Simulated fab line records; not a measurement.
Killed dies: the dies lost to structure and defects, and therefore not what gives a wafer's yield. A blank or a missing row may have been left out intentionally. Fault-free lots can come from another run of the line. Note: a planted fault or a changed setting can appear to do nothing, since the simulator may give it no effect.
Which tool is to blame? || flow n5Finfet || 12 lots, 35 wafers sampled, at 3 steps of a route of 1938

## WHAT THE GAUGES SHOWED, per wafer
N5_BEOL_M13_CD_MEAS_28: target cd 209.5 nm.
{"lot": "L249", "measured": "day 11 16:28", "on": "cdSem-02", "cdNm (nm)": "211.1 212.3 209.6"}
{"lot": "L250", "measured": "day 12 04:12", "on": "cdSem-02", "cdNm (nm)": "210.4 208.8 210.9"}
{"lot": "L252", "measured": "day 12 05:23", "on": "cdSem-01", "cdNm (nm)": "207.5 206.4 206.8"}
{"lot": "L251", "measured": "day 12 07:32", "on": "cdSem-03", "cdNm (nm)": "208.6 207.8 205.9"}
{"lot": "L255", "measured": "day 12 11:46", "on": "cdSem-01", "cdNm (nm)": "211.3 209.7 210.3"}
{"lot": "L258", "measured": "day 13 21:32", "on": "cdSem-01", "cdNm (nm)": "209.1 211.1 208.0"}
{"lot": "L259", "measured": "day 14 01:58", "on": "cdSem-01", "cdNm (nm)": "209.1 209.5 210.2"}
{"lot": "L263", "measured": "day 15 04:32", "on": "cdSem-02", "cdNm (nm)": "211.2 210.2 209.8"}
{"lot": "L267", "measured": "day 16 01:38", "on": "cdSem-02", "cdNm (nm)": "210.2 210.5 211.0"}
{"lot": "L269", "measured": "day 17 02:01", "on": "cdSem-02", "cdNm (nm)": "209.4 211.5 209.1"}
{"lot": "L271", "measured": "day 17 08:56", "on": "cdSem-01", "cdNm (nm)": "207.2 209.0 209.8"}
{"lot": "L270", "measured": "day 18 06:56", "on": "cdSem-01", "cdNm (nm)": "206.7 208.9"}

N5_BEOL_M13_OVL_MEAS_29.
{"lot": "L249", "measured": "day 11 16:29", "on": "overlay-02", "M13_OVL (nm)": "-1 7 1"}
{"lot": "L250", "measured": "day 12 04:14", "on": "overlay-01", "M13_OVL (nm)": "-5 1 -2"}
{"lot": "L252", "measured": "day 12 05:25", "on": "overlay-01", "M13_OVL (nm)": "6 -7 -2"}
{"lot": "L251", "measured": "day 12 07:34", "on": "overlay-01", "M13_OVL (nm)": "-4 -3 -3"}
{"lot": "L255", "measured": "day 12 11:47", "on": "overlay-01", "M13_OVL (nm)": "8 -9 1"}
{"lot": "L258", "measured": "day 13 21:34", "on": "overlay-02", "M13_OVL (nm)": "-1 3 9"}
{"lot": "L259", "measured": "day 14 01:59", "on": "overlay-02", "M13_OVL (nm)": "0 2 -1"}
{"lot": "L263", "measured": "day 15 04:34", "on": "overlay-02", "M13_OVL (nm)": "2 -1 -8"}
{"lot": "L267", "measured": "day 16 01:40", "on": "overlay-01", "M13_OVL (nm)": "-7 5 -1"}
{"lot": "L269", "measured": "day 17 02:03", "on": "overlay-02", "M13_OVL (nm)": "-12 -11 -4"}
{"lot": "L271", "measured": "day 17 08:58", "on": "overlay-01", "M13_OVL (nm)": "-1 1 4"}
{"lot": "L270", "measured": "day 18 06:58", "on": "overlay-01", "M13_OVL (nm)": "5 11"}

N5_BEOL_M13_INSPECT_30: inspects for defects (macro).
{"lot": "L249", "measured": "day 11 16:31", "on": "defectInspect-02", "rawDefectCount": "0 5 1"}
{"lot": "L250", "measured": "day 12 04:15", "on": "defectInspect-01", "rawDefectCount": "5 1 2"}
{"lot": "L252", "measured": "day 12 05:26", "on": "defectInspect-01", "rawDefectCount": "4 0 2"}
{"lot": "L251", "measured": "day 12 07:36", "on": "defectInspect-01", "rawDefectCount": "2 1 2"}
{"lot": "L255", "measured": "day 12 11:49", "on": "defectInspect-02", "rawDefectCount": "2 5 0"}
{"lot": "L258", "measured": "day 13 21:35", "on": "defectInspect-01", "rawDefectCount": "4 3 4"}
{"lot": "L259", "measured": "day 14 02:01", "on": "defectInspect-01", "rawDefectCount": "2 0 3"}
{"lot": "L263", "measured": "day 15 04:35", "on": "defectInspect-02", "rawDefectCount": "0 1 0"}
{"lot": "L267", "measured": "day 16 01:41", "on": "defectInspect-01", "rawDefectCount": "0 0 0"}
{"lot": "L269", "measured": "day 17 02:04", "on": "defectInspect-01", "rawDefectCount": "1 2 3"}
{"lot": "L271", "measured": "day 17 08:59", "on": "defectInspect-01", "rawDefectCount": "2 2 3"}
{"lot": "L270", "measured": "day 18 06:59", "on": "defectInspect-01", "rawDefectCount": "7 2"}

## TOOL THAT RAN EACH LOT (tool first, then ch and the chambers of the sampled wafers, then the start)
There is no process step in the record ahead of these readings.

## AS READ BY THE TOOLS THEMSELVES (means over the sampled wafers that have a number; for cases with no such wafer, the mark the record gives instead)
The record holds no such reading with a usual standard deviation.

## THE ANSWER, worked out from the rows above alone
Rule: what is usual is taken from the lots themselves. The widest of any qualifying gaps counts: lots, ordered by their means at a reading, are off when they make up no more than a third of the lots, leave a main group of 4 or more, and stand apart from it by 3 or more times the standard deviation of that group's means. A main group is skipped when, at the precision printed for the reading in the tables above, its means are all equal. A lot without any number at a reading at which 4 lots or more have one is off too. Any other lot the step has rows for is counted as sound. The gauges are gone through in route order, then the tools' own readings, and for those a lot's mean is taken as printed above. The first step at which some lot is off is used, and at that step the reading that is off furthest; a lot without a number counts as furthest.
Across all readings shown, no lot is off: no conclusion can be drawn from this.

## WHAT THE SIMULATOR PUT IN
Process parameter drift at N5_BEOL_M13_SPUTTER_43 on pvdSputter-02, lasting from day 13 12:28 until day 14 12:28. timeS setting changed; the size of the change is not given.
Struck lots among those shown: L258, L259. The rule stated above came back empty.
